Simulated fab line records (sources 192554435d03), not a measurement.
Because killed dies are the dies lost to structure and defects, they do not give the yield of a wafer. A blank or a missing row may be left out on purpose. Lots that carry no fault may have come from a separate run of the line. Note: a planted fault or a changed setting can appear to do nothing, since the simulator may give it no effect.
Struck lot and sound lot, side by side :: flow n5Finfet :: 15 steps out of a route of 1938
Sound: wafers L717.1, L717.3, L717.4. Struck: wafer L726.2 (L726.3, L726.5, from the same lot, were not struck and are left out); the cause is given at the end.
Order at every step that has rows: each side's tool, ch and its chambers, its first start. Under that, the readings that differ: sound wafers :: struck wafers :: difference of the means :: sigmas: that difference in standard deviations of wafers without a fault.
alike: readings with means less than 2 such deviations apart, plus words and numbers identical on both sides. not compared: withheld readings, readings lacking a value on some wafer, bounds such as >300 that could conceal the same value, and numbers that have no deviation in the record and whose values overlap.
The two part at a step that has a row with sigmas, a row that says differs or no value, or rows on one side only. Numbers that have no deviation but don't overlap get no sigmas and don't part them. Lack of a reading on every wafer of one side parts them only where that side has two or more wafers.

N5_DUMMY_GATE_DESCUM_20: chemistry O2, time 6.2 s.
  sound on rieDiel-03 ch 1,3, day 3 08:55; struck on rieDiel-04 ch 3, day 5 12:29
  alike: drypumpMotorCurrentA, oesProductAu, rfVppV, showerheadPlenumPTorr, throttleValvePct
  not compared: rfHoursCounterH
then, 6 steps without rows for these wafers: N5_DUMMY_GATE_ETCH_29 (etches underlayer in N2/H2, target depth 13 nm); N5_DUMMY_GATE_ETCH_36 (etches SiARC in CF4, target depth 13 nm); N5_DUMMY_GATE_ETCH_37 (etches SOC in N2/H2, target depth 60 nm, overetch 30 nm); N5_DUMMY_GATE_STRIP_38 (strips in N2/H2); N5_DUMMY_GATE_STRIP_39 (strips in N2/H2); N5_DUMMY_GATE_TRIM_49 (chemistry O2, time 29 s, target cd 14 nm).
N5_DUMMY_GATE_STRIP_40: strips in CF4.
  sound on rieDiel-01 ch 0,2,3, day 3 09:14; struck on rieDiel-01 ch 3, day 5 12:55
reading: rfHoursCounterH (h)
sound: 227 240 226
struck: 242
difference: +11
sigmas: 
  alike: drypumpMotorCurrentA, oesProductAu, rfVppV, showerheadPlenumPTorr, throttleValvePct
N5_DUMMY_GATE_CD_MEAS_50 targets a cd of 14 nm.
  struck on cdSem-02, day 5 12:59; sound on cdSem-02, day 3 09:17
  alike: cdNm
N5_DUMMY_GATE_ETCH_31: etches SiO2 in C4F6/O2, target depth 82.5 nm, time 27.5 s.
  sound on rieDiel-01 ch 1,2,3, day 3 09:20; struck on rieDiel-03 ch 1, day 5 13:01
  alike: drypumpMotorCurrentA, oesProductAu, rfVppV, showerheadPlenumPTorr, throttleValvePct
  not compared: rfHoursCounterH
then, 1 step without rows for these wafers: N5_DUMMY_GATE_STRIP_41 (strips in O2).
N5_DUMMY_GATE_HM_OPEN_21: chemistry CH3F/O2, target SiNx, target depth 120 nm, time 171.4 s.
  sound on rieDiel-01 ch 1,2,3, day 3 09:25; struck on rieDiel-03 ch 1, day 5 13:07
  alike: drypumpMotorCurrentA, oesProductAu, rfVppV, showerheadPlenumPTorr, throttleValvePct
  not compared: rfHoursCounterH
N5_DUMMY_GATE_ETCH_32: etches SiO2 in CF4, target depth 3.5 nm, time 3.9 s.
  sound on rieSi-04 ch 1,2,3, day 3 09:35; struck on rieSi-05 ch 0, day 5 13:16
reading: oesProductAu (a.u.)
sound: 1.058 0.991 0.956
struck: 0.911
difference: -0.091
sigmas: -4

reading: model.etch.depthNm (nm)
sound: 3.796 3.362 3.365
struck: 3.025
difference: -0.483
sigmas: 
  alike: drypumpMotorCurrentA, throttleValvePct
  not compared: rfHoursCounterH
N5_DUMMY_GATE_ETCH_23: etches poly-Si in HBr/Cl2/O2, target depth 41 nm, time 22.3 s.
  sound on rieSi-04 ch 1,2,3, day 3 09:37; struck on rieSi-05 ch 0, day 5 13:18
  alike: drypumpMotorCurrentA, oesProductAu, throttleValvePct
  not compared: rfHoursCounterH
-- record jumps: 6 days separate the struck wafers' starts on either side; left off in module DUMMY_GATE, taken up again in module BEOL_M4, whose first shown step is the route's number 1111 --
N5_BEOL_M4_RC_MEAS_101:
  sound on prober-02 ch 0, day 9 04:22; struck on prober-02 ch 0, day 11 12:56
reading: DIBL_P (mV/V)
sound: 33.6 41.3 34.4
struck: 42.8
difference: +6.4
sigmas: +2

reading: IOFF_N (nA/um)
sound: 0.11 0.24 0.12
struck: 0.25
difference: +0.09
sigmas: +2

reading: SS_P (mV/dec)
sound: 72.3 73.6 73.4
struck: 75.1
difference: +2.0
sigmas: +3

reading: VT_N (mV)
sound: 253 245 253
struck: 242
difference: -8
sigmas: -2
  alike: DIBL_N, IOFF_P, ION_N, ION_P, SS_N, VT_P

WHERE THEY PART
First at N5_DUMMY_GATE_ETCH_32; last, within this record, at N5_BEOL_M4_RC_MEAS_101.

WHY: what had been put in by the simulator
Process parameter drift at N5_DUMMY_GATE_ETCH_32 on rieSi-05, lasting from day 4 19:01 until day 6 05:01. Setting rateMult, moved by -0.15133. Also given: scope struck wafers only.
